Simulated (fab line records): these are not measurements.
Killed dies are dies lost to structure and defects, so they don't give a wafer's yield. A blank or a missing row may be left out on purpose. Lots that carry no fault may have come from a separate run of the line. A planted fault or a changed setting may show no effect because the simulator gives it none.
fab line records | flow n5-finfet
[record] lots = 6 | wafers = 18 | last-day = 18
route steps=1938 shown GATE_CUT@498 BEOL_M4@1111 PASSIVATION@1936
lots that met no fault: from a run of the same line without faults
start-h: the number of hours between the record's first day and the start of the first shown wafer of the lot | wait-h: hours from the lot's prior step to this one | " the same as in the row above | L1.1+2: several wafers, shown together as one row | - no value, or no start was given | * or withheld: withheld | < > ~ a bound
route shown NAME@n: names a module that has steps shown in the file, with the first one's number in the route | usual: mean and standard deviation over wafers with no fault | same: alike in all rows | chamber/n: place in a boat | sites: per-site readings | _std_site: how widely they spread, as a standard deviation | _edge_site: inner sites' mean taken away from outer sites' mean | radius-mm: how far each site lies from the wafer's centre | mask NAME#n: copy n | behind: the tool/chamber that last shaped the wafer | hold: reason for holding the lot/hours on hold/outcome of the hold | device: whichever transistor did not switch (one of n, p or np) | end of line: the route-end tests of the same wafers | a step given without rows: its recipe and nothing more | killed: at the first sort, the dies lost to defects and structure; wafer yield is something else | map: the dies of a wafer, with x for killed, . for not killed, _ for no die there
set.NAME: the setting that was run; set.NAME@STEP: the one run at that earlier step | model.NAME: the simulator's own value behind a step, which no gauge read
a table for each step, a row for each wafer; lots at some steps of the route
services: from which hour (start-h, from the record's first day; less than 0 if before it) a tool's chamber was out of use, for how many hours, and why
[[steps]]
[step N5_GATE_CUT_STRIP_42]
[recipe] chemistry = O2 | power-w = 400 | temp-c = 40 | pressure-mtorr = 30 | rf-frequency-hz = 6e+07 | bias-power-w = 0 | overash-fraction = 0.3 | o2-flow-sccm = 225
[usual] chamber-pressure-mTorr = 30.004/0.029 | drypump-motor-current-A = 5.9/0.34 | oes-product-au = 0.80/0.1 | rf-vpp-V = 3.6/0.46 | showerhead-plenum-p-Torr = 2.09/0.081 | throttle-valve-pct = 16.67/0.24
lot.wafer | tool        | chamber | start-h | wait-h | chamber-pressure-mTorr | drypump-motor-current-A | oes-product-au | rf-hours-counter-h | rf-vpp-V | showerhead-plenum-p-Torr | throttle-valve-pct
L873.1    | rie-diel-04 | 1       | 117.38  | 0.0    | 30.024                 | 5.8                     | 0.69           | 219                | 4.4      | 2.06                     | 16.80
L873.2    | "           | 3       | "       | "      | 29.989                 | 5.4                     | 0.88           | 36                 | 4.0      | 2.14                     | 16.29
L873.5    | "           | 0       | "       | "      | 29.996                 | 6.3                     | 0.69           | -                  | 5.0      | 2.00                     | 17.07
L878.3    | rie-diel-04 | 1       | 141.19  | 0.0    | 30.031                 | 5.8                     | 0.67           | 229                | 3.7      | 2.06                     | 16.84
L878.4    | "           | 0       | "       | "      | 30.048                 | 6.3                     | 0.68           | -                  | 3.6      | 2.00                     | 17.09
L878.5    | "           | 3       | "       | "      | 29.990                 | 5.4                     | 0.87           | -                  | 3.5      | 2.14                     | 16.32
L879.1    | rie-diel-02 | 3       | 152.47  | 0.0    | 30.023                 | 5.9                     | 0.92           | 25                 | 3.2      | 2.16                     | 16.60
L879.4    | "           | 1       | "       | "      | 29.976                 | 5.9                     | 0.76           | 139                | 3.8      | 2.10                     | 16.83
L879.5    | "           | 1       | "       | "      | 30.006                 | 5.9                     | 0.76           | -                  | 3.7      | 2.10                     | 16.85
L881.2    | rie-diel-04 | 0       | 169.09  | 0.0    | 29.963                 | 6.3                     | 0.68           | 250                | 3.4      | 1.99                     | 17.11
L881.4    | "           | 1       | "       | "      | 30.030                 | 5.8                     | 0.67           | -                  | 4.0      | 2.06                     | 16.85
L881.5    | "           | 0       | "       | "      | 30.008                 | 6.3                     | 0.67           | -                  | 3.5      | 1.99                     | 17.10
L890.1    | rie-diel-04 | 0       | 216.78  | 0.0    | 30.014                 | 6.4                     | 0.66           | 268                | 3.4      | 1.99                     | 17.14
L890.5    | "           | 3       | "       | "      | 29.970                 | 5.4                     | 0.84           | -                  | 3.8      | 2.13                     | 16.38
L890.6    | "           | 1       | "       | "      | 30.009                 | 5.7                     | 0.66           | -                  | 3.8      | 2.05                     | 16.89
L891.1    | rie-diel-06 | 3       | 225.36  | 0.0    | 29.957                 | 5.9                     | 0.83           | 83                 | 3.2      | 2.03                     | 16.91
L891.3    | "           | 0       | "       | "      | 29.981                 | 5.9                     | 0.87           | 44                 | 3.0      | 2.15                     | 16.39
L891.6    | "           | 0       | "       | "      | 29.986                 | 5.9                     | 0.87           | -                  | 3.4      | 2.15                     | 16.39
[step N5_GATE_CUT_ETCH_19]
[recipe] chemistry = CH3F/O2 | target = SiNx | mask-material = SiO2 | target-depth-a = 537 | time-s = 76.7 | pressure-mtorr = 30 | source-w = 395 | bias-w = 73 | Ar_flow_sccm = 150 | CH3F_flow_sccm = 30 | O2_flow_sccm = 20 | ion-energy-ev = 120 | ends = cleared
[step N5_GATE_CUT_CUT_ETCH_53]
[recipe] chemistry = SF6/Cl2 | target = W | mask-material = SiO2 | target-depth-a = 792 | pressure-mtorr = 8 | icp-w = 900 | bias-w = 80 | SF6_flow_sccm = 40 | Cl2_flow_sccm = 60 | ends = cleared
[step N5_GATE_CUT_CUT_ETCH_54]
[recipe] chemistry = Cl2/BCl3 | target = TiN | mask-material = SiO2 | target-depth-a = 967 | pressure-mtorr = 10 | icp-w = 1000 | bias-w = 126 | Cl2_flow_sccm = 53.25 | bcl3-flow-sccm = 21.75 | Ar_flow_sccm = 25 | ends = cleared
[usual] chamber-pressure-mTorr = 9.999/0.008 | drypump-motor-current-A = 5.9/0.49 | etch-rf-on-time-s = 36.1/0.75 | oes-product-au = 0.70/0.11 | throttle-valve-pct = 22.46/0.22
lot.wafer | tool         | chamber | start-h | wait-h | chamber-pressure-mTorr | drypump-motor-current-A | etch-rf-on-time-s | oes-product-au | rf-hours-counter-h | throttle-valve-pct
L873.1    | rie-metal-01 | 0       | 117.59  | 0.0    | 10.000                 | 6.0                     | 36.0              | 0.55           | 141                | 22.45
L873.2    | "            | 1       | "       | "      | 10.001                 | 5.9                     | 35.9              | 0.79           | 18                 | 22.61
L873.5    | "            | 1       | "       | "      | 10.007                 | 5.8                     | 35.7              | 0.80           | -                  | 22.62
L878.3    | rie-metal-03 | 0       | 141.42  | 0.0    | 9.993                  | 6.4                     | 36.2              | 0.65           | -                  | 22.70
L878.4    | "            | 1       | "       | "      | 9.989                  | 6.4                     | 34.5              | 0.84           | -                  | 22.02
L878.5    | "            | 0       | "       | "      | 10.008                 | 6.4                     | 36.4              | 0.64           | -                  | 22.71
L879.1    | rie-metal-03 | 0       | 152.68  | 0.0    | 10.003                 | 6.4                     | 36.2              | 0.64           | 81                 | 22.71
L879.4    | "            | 0       | "       | "      | 9.989                  | 6.4                     | 36.5              | 0.63           | -                  | 22.72
L879.5    | "            | 0       | "       | "      | 10.005                 | 6.4                     | 36.4              | 0.64           | -                  | 22.72
L881.2    | rie-metal-01 | 0       | 169.30  | 0.0    | 9.999                  | 6.1                     | 36.1              | 0.89           | 0                  | 22.33
L881.4    | "            | 0       | "       | "      | 9.995                  | 6.1                     | 36.0              | 0.89           | -                  | 22.34
L881.5    | "            | 1       | "       | "      | 9.995                  | 5.8                     | 36.2              | 0.77           | -                  | 22.62
L890.1    | rie-metal-03 | 0       | 216.99  | 0.0    | 10.000                 | 6.5                     | 36.7              | 0.62           | 87                 | 22.74
L890.5    | "            | 1       | "       | "      | 9.995                  | 6.4                     | 35.2              | 0.80           | -                  | 22.06
L890.6    | "            | 0       | "       | "      | 9.994                  | 6.4                     | 36.5              | 0.62           | -                  | 22.75
L891.1    | rie-metal-02 | 0       | 225.57  | 0.0    | 10.016                 | 5.6                     | 36.3              | 0.57           | 116                | 22.56
L891.3    | "            | 1       | "       | "      | 10.001                 | 5.0                     | 37.9              | 0.64           | -                  | 22.47
L891.6    | "            | 0       | "       | "      | 9.999                  | 5.6                     | 36.5              | 0.57           | -                  | 22.57
[step N5_GATE_CUT_CUT_ETCH_55]
[recipe] chemistry = BCl3 | target = HfO2 | mask-material = SiO2 | target-depth-a = 32 | ion-energy-ev = 30 | pressure-mtorr = 5 | icp-w = 450 | bias-w = 18 | bcl3-flow-sccm = 80
[step N5_GATE_CUT_ETCH_47]
[recipe] chemistry = Cl2/BCl3 | target = SiO2 | target-depth-a = 100 | pressure-mtorr = 10 | icp-w = 1000 | bias-w = 126 | Cl2_flow_sccm = 53.25 | bcl3-flow-sccm = 21.75 | Ar_flow_sccm = 25
[usual] chamber-pressure-mTorr = 10.000/0.01 | drypump-motor-current-A = 5.9/0.49 | oes-product-au = 0.77/0.12 | throttle-valve-pct = 23.00/0.22
lot.wafer | tool         | chamber | start-h | wait-h | chamber-pressure-mTorr | drypump-motor-current-A | oes-product-au | rf-hours-counter-h | throttle-valve-pct
L873.1    | rie-metal-01 | 0       | 117.68  | 0.0    | 10.008                 | 6.1                     | 0.59           | 141                | 22.97
L873.2    | "            | 1       | "       | "      | 10.012                 | 5.8                     | 0.86           | 18                 | 23.18
L873.5    | "            | 1       | "       | "      | 9.997                  | 5.8                     | 0.87           | -                  | 23.17
L878.3    | rie-metal-03 | 0       | 141.50  | 0.0    | 9.987                  | 6.4                     | 0.71           | -                  | 23.26
L878.4    | "            | 1       | "       | "      | 10.008                 | 6.3                     | 0.92           | -                  | 22.58
L878.5    | "            | 0       | "       | "      | 10.001                 | 6.4                     | 0.71           | -                  | 23.26
L879.1    | rie-metal-03 | 0       | 152.77  | 0.0    | 9.985                  | 6.4                     | 0.71           | 81                 | 23.26
L879.4    | "            | 0       | "       | "      | 9.997                  | 6.4                     | 0.70           | -                  | 23.27
L879.5    | "            | 0       | "       | "      | 9.996                  | 6.5                     | 0.71           | -                  | 23.25
L881.2    | rie-metal-01 | 0       | 169.39  | 0.0    | 9.988                  | 6.1                     | 0.98           | 0                  | 22.90
L881.4    | "            | 0       | "       | "      | 9.991                  | 6.1                     | 0.97           | -                  | 22.88
L881.5    | "            | 1       | "       | "      | 9.985                  | 5.8                     | 0.86           | -                  | 23.21
L890.1    | rie-metal-03 | 0       | 217.08  | 0.0    | 10.003                 | 6.4                     | 0.69           | 87                 | 23.27
L890.5    | "            | 1       | "       | "      | 10.002                 | 6.4                     | 0.86           | -                  | 22.61
L890.6    | "            | 0       | "       | "      | 10.011                 | 6.4                     | 0.69           | -                  | 23.28
L891.1    | rie-metal-02 | 0       | 225.66  | 0.0    | 9.995                  | 5.6                     | 0.63           | 116                | 23.11
L891.3    | "            | 1       | "       | "      | 10.017                 | 5.0                     | 0.72           | -                  | 22.99
L891.6    | "            | 0       | "       | "      | 9.994                  | 5.6                     | 0.63           | -                  | 23.11
[step N5_GATE_CUT_VAPOR_ETCH_48]
[recipe] chemistry = BCl3/Cl2 | target = TiN | mode = isotropic
[step N5_GATE_CUT_VAPOR_ETCH_49]
[recipe] chemistry = BCl3/Cl2 | target = TiAlC | mode = isotropic
[usual] drypump-motor-current-A = 5.9/0.49 | oes-product-au = 0.77/0.12
lot.wafer | tool         | chamber | start-h | wait-h | drypump-motor-current-A | oes-product-au
L873.1    | rie-metal-01 | 0       | 117.74  | 0.0    | 6.1                     | 0.60
L873.2    | "            | 1       | "       | "      | 5.8                     | 0.86
L873.5    | "            | 1       | "       | "      | 5.9                     | 0.86
L878.3    | rie-metal-03 | 0       | 141.56  | 0.0    | 6.5                     | 0.71
L878.4    | "            | 1       | "       | "      | 6.4                     | 0.92
L878.5    | "            | 0       | "       | "      | 6.5                     | 0.71
L879.1    | rie-metal-03 | 0       | 152.83  | 0.0    | 6.4                     | 0.71
L879.4    | "            | 0       | "       | "      | 6.4                     | 0.71
L879.5    | "            | 0       | "       | "      | 6.4                     | 0.71
L881.2    | rie-metal-01 | 0       | 169.45  | 0.0    | 6.0                     | 0.99
L881.4    | "            | 0       | "       | "      | 6.1                     | 0.98
L881.5    | "            | 1       | "       | "      | 5.8                     | 0.84
L890.1    | rie-metal-03 | 0       | 217.14  | 0.0    | 6.4                     | 0.70
L890.5    | "            | 1       | "       | "      | 6.4                     | 0.87
L890.6    | "            | 0       | "       | "      | 6.4                     | 0.70
L891.1    | rie-metal-02 | 0       | 225.72  | 0.0    | 5.6                     | 0.64
L891.3    | "            | 1       | "       | "      | 5.0                     | 0.73
L891.6    | "            | 0       | "       | "      | 5.6                     | 0.64
[step N5_GATE_CUT_VAPOR_ETCH_51]
[recipe] chemistry = BCl3/Cl2 | target = HfO2 | mode = isotropic
[usual] drypump-motor-current-A = 5.9/0.48 | oes-product-au = 0.77/0.12
lot.wafer | tool         | chamber | start-h | wait-h | drypump-motor-current-A | oes-product-au
L873.1    | rie-metal-01 | 0       | 117.77  | 0.0    | 6.1                     | 0.60
L873.2    | "            | 1       | "       | "      | 5.8                     | 0.86
L873.5    | "            | 1       | "       | "      | 5.8                     | 0.86
L878.3    | rie-metal-03 | 0       | 141.59  | 0.0    | 6.4                     | 0.71
L878.4    | "            | 1       | "       | "      | 6.4                     | 0.92
L878.5    | "            | 0       | "       | "      | 6.4                     | 0.71
L879.1    | rie-metal-03 | 0       | 152.86  | 0.0    | 6.4                     | 0.71
L879.4    | "            | 0       | "       | "      | 6.4                     | 0.71
L879.5    | "            | 0       | "       | "      | 6.4                     | 0.71
L881.2    | rie-metal-01 | 0       | 169.48  | 0.0    | 6.0                     | 0.98
L881.4    | "            | 0       | "       | "      | 6.0                     | 0.99
L881.5    | "            | 1       | "       | "      | 5.8                     | 0.84
L890.1    | rie-metal-03 | 0       | 217.17  | 0.0    | 6.4                     | 0.70
L890.5    | "            | 1       | "       | "      | 6.4                     | 0.87
L890.6    | "            | 0       | "       | "      | 6.4                     | 0.69
L891.1    | rie-metal-02 | 0       | 225.75  | 0.0    | 5.6                     | 0.63
L891.3    | "            | 1       | "       | "      | 5.0                     | 0.71
L891.6    | "            | 0       | "       | "      | 5.7                     | 0.63
[step N5_GATE_CUT_STRIP_21]
[recipe] chemistry = N2/H2 | time-s = 30 | power-w = 1000 | temp-c = 250 | pressure-mtorr = withheld | n2-flow-sccm = 1750 | h2-flow-sccm = 3250
[step N5_GATE_CUT_STRIP_29]
[recipe] chemistry = post-etch-residue-remover | time-s = 60 | temp-c = 25 | remover-ph = withheld | remover-water-wt-pct = withheld | remover-fluoride-wt-pct = withheld
[step N5_GATE_CUT_SRD_52]
[recipe] dry = ipa-marangoni | time-s = 30 | temp-c = 23 | rinse-liquid = diw
[step N5_GATE_CUT_ALD_22]
[recipe] material = SiNx | target-thk-a = 160 | temp-c = 400 | ald-precursor-family = SiH2I2 | ald-co-reactant = N2/H2-plasma | pulse-time-s = 1 | ald-cycles = 320 | purge-time-s = 2 | co-reactant-purge-time-s = 2 | pressure-torr = 2
[usual] ald-cycles = 320/0 | heater-power-w = 849/86 | precursor-pulse-height-rel = 1.000/0.019
[same] co-reactant-purge-time-s = 2
lot.wafer | tool       | chamber | start-h | wait-h | ald-cycles | heater-power-w | precursor-pulse-height-rel | model.SiNx_of_GATE_CUT_ALD_22.thk-nm
L873.1    | ald-sin-03 | 2       | 118.57  | 0.6    | 320        | 721            | 0.970                      | 16
L873.2    | "          | 0       | "       | "      | 320        | 839            | 1.005                      | 16.2
L873.5    | "          | 0       | "       | "      | 320        | 837            | 1.014                      | 16
L878.3    | ald-sin-01 | 0       | 141.78  | 0.0    | 320        | 871            | 1.003                      | 15.8
L878.4    | "          | 1       | "       | "      | 320        | 936            | 0.987                      | 16
L878.5    | "          | 3       | "       | "      | 320        | 771            | 0.975                      | 16
L879.1    | ald-sin-01 | 2       | 153.06  | 0.0    | 367        | 718            | 1.000                      | 18.4
L879.4    | "          | 1       | "       | "      | 367        | 903            | 1.009                      | 18.2
L879.5    | "          | 0       | "       | "      | 367        | 848            | 1.005                      | 18.4
L881.2    | ald-sin-01 | 2       | 169.69  | 0.0    | 320        | 728            | 1.012                      | 16.2
L881.4    | "          | 1       | "       | "      | 367        | 903            | 0.989                      | 18.4
L881.5    | "          | 1       | "       | "      | 367        | 913            | 0.980                      | 18.4
L890.1    | ald-sin-04 | 3       | 217.37  | 0.0    | 320        | 943            | 1.021                      | 15.8
L890.5    | "          | 2       | "       | "      | 320        | 1018           | 1.004                      | 16
L890.6    | "          | 3       | "       | "      | 320        | 913            | 1.000                      | 16
L891.1    | ald-sin-03 | 0       | 225.95  | 0.0    | 320        | 829            | 1.051                      | 16
L891.3    | "          | 1       | "       | "      | 320        | 812            | 0.984                      | 16.2
L891.6    | "          | 1       | "       | "      | 320        | 825            | 0.994                      | 16.2
[step N5_GATE_CUT_CMP_23]
[recipe] stop-on = SiO2 | t-overpolish-s = 23.4 | post-cmp-clean = alkaline-brush | down-force-psi = 2.5 | platen-rpm = 51.8 | pad-velocity-m-s = 1.0307 | target-thk-nm = 16
[usual] motor-current-A = 9.0/0.6
lot.wafer | tool   | chamber | start-h | wait-h | motor-current-A | model.SiNx_of_GATE_CUT_ALD_22.thk-nm
L873.2    | cmp-03 | 2       | 120.20  | 0.9    | 9.2             | 16.2
L873.1    | "      | 1       | "       | "      | 9.0             | 16
L873.5    | "      | 2       | "       | "      | 9.8             | 16
L878.4    | cmp-03 | 2       | 143.31  | 0.8    | 9.8             | 16
L878.3    | "      | 3       | "       | "      | 8.6             | 15.8
L878.5    | "      | 1       | "       | "      | 8.8             | 16
L879.1    | cmp-03 | 3       | 154.59  | 0.8    | 8.3             | 14.8
L879.4    | "      | 1       | "       | "      | 9.1             | 16.8
L879.5    | "      | 2       | "       | "      | 9.5             | 15
L881.4    | cmp-04 | 0       | 171.25  | 0.8    | 9.8             | 15
L881.2    | "      | 1       | "       | "      | 9.3             | 16.2
L881.5    | "      | 2       | "       | "      | 10.1            | 16.4
L890.1    | cmp-03 | 1       | 218.94  | 0.8    | 9.4             | 15.8
L890.6    | "      | 3       | "       | "      | 8.2             | 16
L890.5    | "      | 0       | "       | "      | 8.8             | 16
L891.1    | cmp-04 | 0       | 227.48  | 0.8    | 9.9             | 16
L891.3    | "      | 1       | "       | "      | 9.4             | 16.2
L891.6    | "      | 0       | "       | "      | 10.0            | 16.2
[step N5_GATE_CUT_THK_MEAS_24]
[recipe] reads = SiO2_of_GATE_CUT_HM_DEP_46+SiO2_flowable_of_ILD0_FCVD_FILL_01
[usual] GC_FILL_THK = 219.5/2.2
lot.wafer | tool          | chamber | start-h | wait-h | GC_FILL_THK[nm]
L873.1    | film-metro-01 | -       | 120.49  | -      | 215.7
L873.2    | "             | -       | "       | "      | 218.0
L873.5    | "             | -       | "       | "      | 220.0
L878.3    | film-metro-01 | -       | 143.59  | -      | 219.4
L878.4    | "             | -       | "       | "      | 222.2
L878.5    | "             | -       | "       | "      | 222.2
L879.1    | film-metro-02 | -       | 154.85  | -      | 215.1
L879.4    | "             | -       | "       | "      | 218.6
L879.5    | "             | -       | "       | "      | 219.3
L881.2    | film-metro-01 | -       | 171.47  | -      | 221.0
L881.4    | "             | -       | "       | "      | 222.2
L881.5    | "             | -       | "       | "      | 221.5
L890.1    | film-metro-02 | -       | 219.15  | -      | 215.6
L890.5    | "             | -       | "       | "      | 221.9
L890.6    | "             | -       | "       | "      | 219.8
L891.1    | film-metro-02 | -       | 227.73  | -      | 220.5
L891.3    | "             | -       | "       | "      | 217.7
L891.6    | "             | -       | "       | "      | 219.7
[step N5_BEOL_M4_RC_MEAS_101]
[usual] DIBL_N = 37.1/1.8 | DIBL_P = 37.2/2.1 | IOFF_N = 0.17/0.033 | IOFF_P = 0.22/0.037 | ION_N = 680/11 | ION_P = 464/7.7 | SS_N = 71.7/0.63 | SS_P = 73.6/0.67 | VT_N = 248.9/2.9 | VT_P = -251/3.6
lot.wafer | tool      | chamber | start-h | wait-h | DIBL_N[mV/V] | DIBL_P[mV/V] | IOFF_N[nA/um] | IOFF_P[nA/um] | ION_N[uA/um] | ION_P[uA/um] | SS_N[mV/dec] | SS_P[mV/dec] | VT_N[mV] | VT_P[mV]
L873.1    | prober-02 | 0       | 216.13  | 0.0    | 37.1         | 36.5         | 0.17          | 0.22          | 691          | 468          | 72.3         | 73.3         | 248.0    | -251
L873.2    | "         | 0       | "       | "      | 36.5         | 35.2         | 0.15          | 0.19          | 679          | 461          | 72.1         | 73.2         | 249.9    | -254
L873.5    | "         | 0       | "       | "      | 37.0         | 36.1         | 0.16          | 0.22          | 679          | 462          | 72.8         | 74.0         | 249.4    | -248
L878.3    | prober-02 | 0       | 236.02  | 0.3    | 33.3         | 34.6         | 0.12          | 0.16          | 645          | 453          | 70.2         | 73.7         | 255.6    | -255
L878.4    | "         | 0       | "       | "      | 36.3         | 39.1         | 0.17          | 0.22          | 668          | 457          | 71.8         | 73.7         | 250.3    | -252
L878.5    | "         | 0       | "       | "      | 37.1         | 40.1         | 0.19          | 0.24          | 683          | 464          | 72.5         | 75.0         | 247.8    | -254
L879.1    | prober-01 | 0       | 240.83  | 0.0    | 36.3         | 35.4         | 0.14          | 0.18          | 663          | 456          | 71.0         | 72.4         | 250.2    | -252
L879.4    | "         | 0       | "       | "      | 38.0         | 38.2         | 0.19          | 0.23          | 683          | 469          | 71.9         | 73.8         | 248.1    | -250
L879.5    | "         | 0       | "       | "      | 38.6         | 38.5         | 0.20          | 0.24          | 680          | 468          | 71.7         | 73.4         | 247.4    | -247
L881.2    | prober-02 | 0       | 283.78  | 0.2    | 38.0         | 37.7         | 0.16          | 0.22          | 670          | 459          | 71.0         | 74.2         | 251.2    | -252
L881.4    | "         | 0       | "       | "      | 32.7         | 31.5         | 0.09          | 0.14          | 676          | 462          | 69.8         | 71.9         | 257.7    | -256
L881.5    | "         | 0       | "       | "      | 36.9         | 36.3         | 0.15          | 0.20          | 698          | 474          | 71.0         | 72.8         | 252.1    | -252
L890.1    | prober-02 | 0       | 322.70  | 0.0    | 37.2         | 35.6         | 0.14          | 0.18          | 654          | 453          | 72.0         | 73.4         | 252.4    | -253
L890.5    | "         | 0       | "       | "      | 37.6         | 37.6         | 0.15          | 0.21          | 672          | 462          | 71.8         | 73.4         | 248.3    | -249
L890.6    | "         | 0       | "       | "      | 39.4         | 38.4         | 0.18          | 0.22          | 689          | 462          | 72.2         | 73.1         | 248.2    | -249
L891.1    | prober-02 | 0       | 325.62  | 0.0    | 34.8         | 33.9         | 0.14          | 0.20          | 671          | 460          | 71.2         | 72.7         | 249.8    | -247
L891.3    | "         | 0       | "       | "      | 37.9         | 36.6         | 0.20          | 0.23          | 695          | 469          | 72.3         | 73.9         | 245.1    | -246
L891.6    | "         | 0       | "       | "      | 36.0         | 35.7         | 0.17          | 0.22          | 675          | 466          | 71.3         | 72.6         | 247.3    | -246
[step N5_PASSIVATION_PROBE_49]
[usual] defect-limited-yield = 91.7/1.5 | killed_at_M0_to_M3 = 32/10 | killed_at_M4_up = 14/5.3 | killed-at-contacts = 13/5.7 | killed-at-front-end = 37/10 | killed-at-other = 3.3/2.5 | killed-dies = 98/18 | killed-open = 65/13 | killed-short = 31/7.5 | sort_bin_5_function = 4.9/0.91 | sort_bin_6_memory = 3.1/0.71 | sort_bin_8_speed = 0.00/0.017 | sort-n-pass = 1082/18
[same] gross-dies = 1180 | killed-at-back-side = 0 | sort_bin_4_leakage[%] = 0
lot.wafer | tool      | chamber | start-h | wait-h | defect-limited-yield[%] | killed_at_M0_to_M3 | killed_at_M4_up | killed-at-contacts | killed-at-front-end | killed-at-other | killed-dies | killed-open | killed-short | sort_bin_5_function[%] | sort_bin_6_memory[%] | sort_bin_8_speed[%] | sort-n-pass
L879.1    | prober-01 | -       | 342.40  | 0.0    | 93.2                    | 36                 | 9               | 10                 | 14                  | 11              | 80          | 52          | 28           | 4.1                    | 2.5                  | 0                   | 1100
L879.4    | prober-01 | -       | 342.55  | 0.2    | 91.7                    | 35                 | 10              | 11                 | 36                  | 6               | 98          | 62          | 36           | 4.7                    | 3.4                  | 0                   | 1082
L881.2    | prober-02 | -       | 377.32  | 0.1    | 93.3                    | 27                 | 7               | 10                 | 35                  | 0               | 79          | 50          | 24           | 4.1                    | 2.2                  | 0                   | 1101
L881.4    | prober-02 | -       | 377.42  | 0.2    | 90.8                    | 35                 | 8               | 7                  | 58                  | 1               | 109         | 78          | 31           | 5.1                    | 3.7                  | 0                   | 1071
L881.5    | prober-02 | -       | 377.47  | 0.2    | 90.8                    | 32                 | 10              | 12                 | 48                  | 6               | 108         | 72          | 36           | 5.3                    | 3.5                  | 0                   | 1072
L891.1    | prober-01 | -       | 432.63  | 0.0    | 94.1                    | 22                 | 7               | 9                  | 32                  | 0               | 70          | 38          | 32           | 3.6                    | 1.9                  | 0                   | 1110
L891.3    | prober-01 | -       | 432.73  | 0.1    | 92.7                    | 22                 | 13              | 23                 | 27                  | 1               | 86          | 61          | 25           | 4.2                    | 2.9                  | 0                   | 1094
L891.6    | prober-01 | -       | 432.88  | 0.3    | 91.9                    | 19                 | 27              | 18                 | 28                  | 3               | 95          | 69          | 23           | 4.7                    | 3.2                  | 0                   | 1085
// killed by level:class
L879.1 BEOL_M0_SAQP:geometric-particle:open=16 BEOL_M0_SAQP:geometric-particle:short=11 MOL_CONTACT_COAG:geometric-particle:open=8 BEOL_M5:geometric-particle:open=5 FIN_SAQP:geometric-particle:open=4 GATE_CUT:geometric-particle:short=4 BEOL_M3:geometric-particle:open=4 MIM_BOT:geometric-particle:open=3
L879.4 FIN_SAQP:geometric-particle:open=16 BEOL_M0_SAQP:geometric-particle:short=15 BEOL_M0_SAQP:geometric-particle:open=14 MOL_CONTACT_COAG:geometric-particle:open=9 BEOL_M4:geometric-particle:open=6 BEOL_M3:geometric-particle:open=5 FIN_SAQP:geometric-particle:short=4 ILD0:geometric-particle:short=3
L881.2 BEOL_M2:geometric-particle:open=9 MOL_CONTACT_COAG:geometric-particle:open=8 FIN_SAQP:geometric-particle:short=6 FIN_SAQP:geometric-particle:open=5 DUMMY_GATE:geometric-particle:open=5 DUMMY_GATE:geometric-particle:short=5 ILD0:geometric-particle:open=3 BEOL_M0_SAQP:geometric-particle:open=3
L881.4 FIN_SAQP:geometric-particle:open=18 STI_FIN_REVEAL:geometric-particle:open=12 FIN_SAQP:geometric-particle:short=9 BEOL_M0_SAQP:geometric-particle:open=9 MOL_CONTACT_COAG:geometric-particle:open=7 BEOL_M3:geometric-particle:open=6 STI_FIN_REVEAL:geometric-particle:short=6 BEOL_M2:geometric-particle:open=6
L881.5 FIN_SAQP:geometric-particle:short=17 FIN_SAQP:geometric-particle:open=12 MOL_CONTACT_COAG:geometric-particle:open=12 BEOL_M2:geometric-particle:open=7 BEOL_M3:geometric-particle:open=7 BEOL_M0_SAQP:geometric-particle:short=6 BEOL_M4:geometric-particle:open=5 DUMMY_GATE:geometric-particle:open=4
L891.1 MOL_CONTACT_COAG:geometric-particle:open=7 STARTING-WAFER:geometric-particle:short=7 DUMMY_GATE:geometric-particle:open=6 BEOL_M4:geometric-particle:open=5 ILD0:geometric-particle:short=5 BEOL_M0_SAQP:geometric-particle:short=5 BEOL_M1:geometric-particle:short=5 FIN_SAQP:geometric-particle:open=4
L891.3 MOL_CONTACT_COAG:geometric-particle:open=18 BEOL_M3:geometric-particle:open=8 BEOL_M0_SAQP:geometric-particle:open=6 DUMMY_GATE:geometric-particle:open=5 MOL_CONTACT_COAG:geometric-particle:short=5 BEOL_M4:geometric-particle:open=5 ILD0:geometric-particle:open=4 FIN_SAQP:geometric-particle:short=3
L891.6 MOL_CONTACT_COAG:geometric-particle:open=15 BEOL_M4:geometric-particle:open=15 BEOL_M3:geometric-particle:open=8 STI_FIN_REVEAL:geometric-particle:open=5 DUMMY_GATE:geometric-particle:open=4 BEOL_M4:geometric-particle:short=4 BEOL_M0_SAQP:geometric-particle:open=4 MOL_CONTACT_COAG:geometric-particle:short=3
[[services]]
tool         | chamber | start-h | hours | kind
rie-diel-04  | 2       | 96.92   | 132.0 | repair
ald-sin-03   | 0       | 101.38  | -     | clean
ald-sin-03   | 1       | 101.38  | -     | clean
cmp-04       | -       | 104.34  | 7.8   | pm
rie-metal-01 | 0       | 153.39  | -     | clean
rie-metal-01 | 0       | 153.39  | 13.0  | scheduled-down
rie-metal-01 | 0       | 153.39  | 13.0  | vent-cycle
rie-diel-02  | 2       | 161.44  | 8.3   | repair
rie-metal-01 | 1       | 173.00  | 50.6  | repair
ald-sin-01   | -       | 178.19  | 14.0  | pm
ald-sin-01   | 0       | 178.19  | 14.0  | vent-cycle
ald-sin-01   | 1       | 178.19  | 14.0  | vent-cycle
ald-sin-01   | 2       | 178.19  | 14.0  | vent-cycle
ald-sin-01   | 3       | 178.19  | 14.0  | vent-cycle
rie-diel-02  | 1       | 183.49  | 5.8   | repair
ald-sin-01   | 0       | 192.19  | -     | clean
ald-sin-01   | 1       | 192.19  | -     | clean
ald-sin-01   | 2       | 192.19  | -     | clean
ald-sin-01   | 3       | 192.19  | -     | clean
rie-diel-02  | -       | 199.34  | 2.8   | pm
ald-sin-03   | -       | 202.41  | 6.0   | pm
cmp-04       | -       | 212.74  | 4.0   | pm
ald-sin-03   | -       | 213.12  | 1.4   | repair
ald-sin-04   | 0       | 216.77  | 4.9   | repair
[[key]]
[first-sign] step = N5_GATE_CUT_ALD_22 | reading = ald-cycles | direction = up | sigmas = 99+ | usual = * | struck = *
effect none on later readings
[model-effect] step = N5_GATE_CUT_ALD_22 | value = SiNx_of_GATE_CUT_ALD_22.thk-nm | without = 16 | struck = 18.36
[model-effect] step = N5_GATE_CUT_CMP_23 | value = SiNx_of_GATE_CUT_ALD_22.thk-nm | without = 16 | struck = 15.6
met-at N5_GATE_CUT_ALD_22
struck-wafers L879.1,L879.4,L879.5,L881.4,L881.5
onset-between 141.78 153.06
[fault] kind = process-parameter-drift | tool = ald-sin-01 | chamber = - | onset-h = 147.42 | steps = N5_GATE_CUT_ALD_22 | channel = ald-cycles | offset = * | shape = step | end-h = 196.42 | scope = struck-wafers-only | acts-in = * | stated = *
